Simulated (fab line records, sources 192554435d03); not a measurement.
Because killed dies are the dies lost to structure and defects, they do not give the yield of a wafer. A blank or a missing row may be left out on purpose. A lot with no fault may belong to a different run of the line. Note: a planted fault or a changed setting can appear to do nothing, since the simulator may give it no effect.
Chamber matching ; flow n5Finfet ; N5_BEOL_M1_PECVD_72 on pecvd-02: 3 sister chambers
The step deposits SiO2 from TEOS/O2, target thk 16 nm, time 18 s. 6 wafers are shown with their chamber, then 9 later ones without.

WAFERS, EACH WITH ITS CHAMBER
wafer;chamber;showerheadPlenumPTorr (Torr);throttleValvePct (%)
L080.2;2;8.83;20.5
L081.5;2;8.81;20.7
L089.6;0;8.69;22.2
L088.2;1;8.74;21.9
L088.4;0;8.66;22.4
L088.6;1;8.76;22.0

WAFERS WITH NO CHAMBER GIVEN
wafer;showerheadPlenumPTorr (Torr);throttleValvePct (%)
L090.2;8.84;20.9
L090.4;8.73;21.4
L090.6;8.67;22.5
L095.2;8.83;21.0
L095.5;8.75;22.0
L095.6;8.68;22.3
L096.2;8.79;20.9
L096.4;8.83;21.2
L096.5;8.68;22.5

WHICH CHAMBER EACH ONE RAN IN
wafer;from the rows above;in truth
L090.2;2;2
L090.4;1;1
L090.6;0;0
L095.2;2;2
L095.5;1;1
L095.6;0;0
L096.2;2;2
L096.4;2;2
L096.5;0;0
Correctly placed: 9 of 9. From these rows, 0 cannot be placed. 0 placed wrongly.
How it was worked out, from the rows above alone: a wafer's distance from a chamber is the root of the sum, over the readings, of the square of ((its reading less the chamber's mean) divided by the reading's scatter). If the next closest chamber is less than 2 further off than the closest, the wafer can't be placed; otherwise it belongs to the closest. A chamber's mean is the mean of its shown wafers. The scatter is the square root of a quotient: the sum, over the shown wafers, of each reading's squared deviation from its chamber's mean, divided by wafers minus chambers.
